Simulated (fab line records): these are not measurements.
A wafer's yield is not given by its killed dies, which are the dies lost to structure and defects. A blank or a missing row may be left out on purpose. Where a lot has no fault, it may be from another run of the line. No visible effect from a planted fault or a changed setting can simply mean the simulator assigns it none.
Chamber matching | flow nand_harc | NHARC_THIN_TSV_ETCHBACK_48 on rie_diel-02 has 4 sister chambers
The step etches the open film in C4F8/Ar, target depth 1028.5 nm, time 405.17 s. 16 wafers are shown with their chamber, then 7 later ones without.

## WAFERS, EACH WITH ITS CHAMBER
wafer  | chamber | rf_vpp_V (V) | chamber_pressure_mTorr (mTorr) | oes_product_au (a.u.)
L712.2 | 3       | 547          | 24.977                         | 0.926
L712.5 | 1       | 543          | 24.974                         | 0.923
L712.6 | 0       | 543          | 25.050                         | 0.940
L710.1 | 3       | 546          | 25.010                         | 0.928
L710.2 | 0       | 543          | 24.995                         | 0.935
L710.4 | 1       | 542          | 24.980                         | 0.928
L715.2 | 3       | 549          | 24.989                         | 0.915
L715.3 | 0       | 543          | 25.021                         | 0.925
L715.5 | 1       | 545          | 25.004                         | 0.930
L716.3 | 0       | 542          | 25.015                         | 0.925
L716.5 | 2       | 548          | 24.989                         | 0.926
L716.6 | 1       | 540          | 24.996                         | 0.917
L718.2 | 3       | 548          | 24.998                         | 0.909
L718.5 | 2       | 550          | 25.041                         | 0.931
L718.6 | 1       | 542          | 24.964                         | 0.921
L719.1 | 2       | 549          | 24.993                         | 0.924

SIGNATURES (means of the wafers above)
reading                | chamber 0 | chamber 1 | chamber 2 | chamber 3 | scatter within a chamber
rf_vpp_V               | 542.75    | 542.40    | 549.00    | 547.50    | 1.32
chamber_pressure_mTorr | 25.02025  | 24.98360  | 25.00767  | 24.99350  | 0.0201
oes_product_au         | 0.93125   | 0.92380   | 0.92700   | 0.91950   | 0.00677
Rule: distance of a wafer from a chamber = root of the sum over the readings of ((wafer's reading minus chamber's mean) / reading's scatter) squared. If the next closest chamber is less than 2 further off than the closest, the wafer can't be placed; otherwise it belongs to the closest. The scatter: the root of (the sum of the squares of (reading less its chamber's mean) over the shown wafers, divided by (wafers less chambers)).

## WAFERS MISSING THEIR CHAMBER
wafer  | rf_vpp_V (V) | chamber_pressure_mTorr (mTorr) | oes_product_au (a.u.)
L719.2 | 541          | 24.986                         | 0.919
L719.4 | 548          | 24.985                         | 0.907
L722.4 | 543          | 25.006                         | 0.977
L722.6 | 549          | 25.035                         | 0.957
L731.2 | 549          | 25.029                         | 0.921
L731.3 | 541          | 24.941                         | 0.928
L731.6 | 541          | 24.992                         | 0.929

## CHAMBER TAKEN BY EACH
wafer  | from the rows above          | in truth
L719.2 | can't be placed: 1 or 0      | 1
L719.4 | can't be placed: 3 or 2      | 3
L722.4 | can't be placed: 0 or 1 or 2 | 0
L722.6 | can't be placed: 2 or 3 or 0 | 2
L731.2 | can't be placed: 2 or 3      | 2
L731.3 | can't be placed: 1 or 0      | 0
L731.6 | can't be placed: 1 or 0      | 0
0 of 7 placed correctly. These rows do not allow placing 7 (true chamber among the candidates in 7). 0 placed wrongly.
